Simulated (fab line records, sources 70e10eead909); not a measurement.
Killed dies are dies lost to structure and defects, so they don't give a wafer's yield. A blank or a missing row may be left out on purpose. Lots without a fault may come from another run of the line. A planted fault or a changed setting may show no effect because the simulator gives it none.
Which tool did it? | flow nand_harc | 11 lots, 33 wafers sampled, at 5 steps of a route of 1159

WHAT THE GAUGES READ, wafer by wafer
NHARC_END_SORT_01.
lot  | measured     | on        | defect_limited_yield (%)
L112 | day 21 11:04 | prober-02 | 95.6 94.1 96.3

WHICH TOOL RAN EACH LOT (tool, then ch and the chambers of the sampled wafers, then the start)
lot  | NHARC_P_M2_CMP_23             | NHARC_P_BONDPAD_DEP_00                     | NHARC_P_BONDPAD_ETCH_37            | NHARC_P_BONDPAD_ETCH_24
L105 | cmp-01 ch 1,2, day 5 21:36    | pecvd-01 ch 0,2, day 6 00:12 or earlier    | rie_diel-06 ch 2,3, day 6 00:12    | rie_diel-06 ch 0,2, day 6 00:43
L106 | cmp-01 ch 1,2,3, day 6 19:58  | pecvd-01 ch 0,1, day 6 20:57               | rie_diel-04 ch 1,2,3, day 6 22:29  | rie_diel-13 ch 1,2,3, no start
L107 | cmp-03 ch 0,1,3, day 6 20:17  | pecvd-04 ch 1,2, day 6 22:48 or earlier    | rie_diel-04 ch 2,3, day 6 22:48    | rie_diel-04 ch 0,3, no start
L108 | cmp-04 ch 0,1,2, day 7 06:43  | pecvd-01 ch 0,1, day 7 09:08 or earlier    | rie_diel-04 ch 0,1,3, day 7 09:08  | rie_diel-06 ch 1,3, no start
L109 | cmp-04 ch 1,2, day 7 10:38    | pecvd-03 ch 0,2, day 7 11:43               | rie_diel-04 ch 0,2,3, day 7 13:10  | rie_diel-04 ch 0,2,3, no start
L112 | cmp-04 ch 1,2, day 8 01:04    | pecvd-03 ch 0,1,2, day 8 02:08             | rie_diel-06 ch 1,3, day 8 03:38    | rie_diel-04 ch 0,2, day 21 11:04 or earlier
L115 | cmp-03 ch 0,1, day 8 16:53    | pecvd-01 ch 0,2, day 8 17:58               | rie_diel-04 ch 0,2, day 8 19:29    | rie_diel-06 ch 1,2,3, no start
L118 | cmp-04 ch 1,2, day 9 08:38    | pecvd-03 ch 0,1,2, day 9 09:39             | rie_diel-04 ch 0,3, day 9 11:10    | rie_diel-04 ch 0,1, no start
L117 | cmp-04 ch 0,2,3, day 9 09:25  | pecvd-03 ch 0,1, day 9 10:32               | rie_diel-04 ch 0,1,2, day 9 11:55  | rie_diel-04 ch 2,3, no start
L120 | cmp-04 ch 0,2,3, day 10 02:11 | pecvd-01 ch 0,1,2, day 10 04:55 or earlier | rie_diel-04 ch 0,2,3, day 10 04:55 | rie_diel-04 ch 1,2,3, no start
L126 | cmp-03 ch 1,2,3, day 11 12:16 | pecvd-01 ch 0,1,2, day 11 13:16            | rie_diel-13 ch 0,2,3, day 11 14:53 | rie_diel-04 ch 0,2,3, no start
- NHARC_P_M2_CMP_23: polishes, t overpolish 20 s, target thk 144.3 nm.
- NHARC_P_BONDPAD_DEP_00: deposits SiCN, target thk 250 nm.
- NHARC_P_BONDPAD_ETCH_37: etches the open film in N2/H2, target depth 60 nm, overetch 18 nm, time 65.91 s.
- NHARC_P_BONDPAD_ETCH_24: etches the open film in CF4/N2, target depth 30 nm, time 72.99 s.

THE ANSWER, worked out from the rows above alone
Rule: what is usual is taken from the lots themselves. Put in order of their means at a reading, lots are off if they are a third of the lots or fewer, leave a main group of 4 or more, and stand apart from it by a gap of 3 or more times the standard deviation of the main group's means; of several such gaps the widest counts. A main group whose means are all the same, to the digits that the tables above print for the reading, isn't used. A lot without any number at a reading at which 4 lots or more have one is off too. The other lots that the step has rows for count as sound.
No lot is off at any reading shown: from this, nothing can be told.

WHAT THE SIMULATOR HAD PUT IN
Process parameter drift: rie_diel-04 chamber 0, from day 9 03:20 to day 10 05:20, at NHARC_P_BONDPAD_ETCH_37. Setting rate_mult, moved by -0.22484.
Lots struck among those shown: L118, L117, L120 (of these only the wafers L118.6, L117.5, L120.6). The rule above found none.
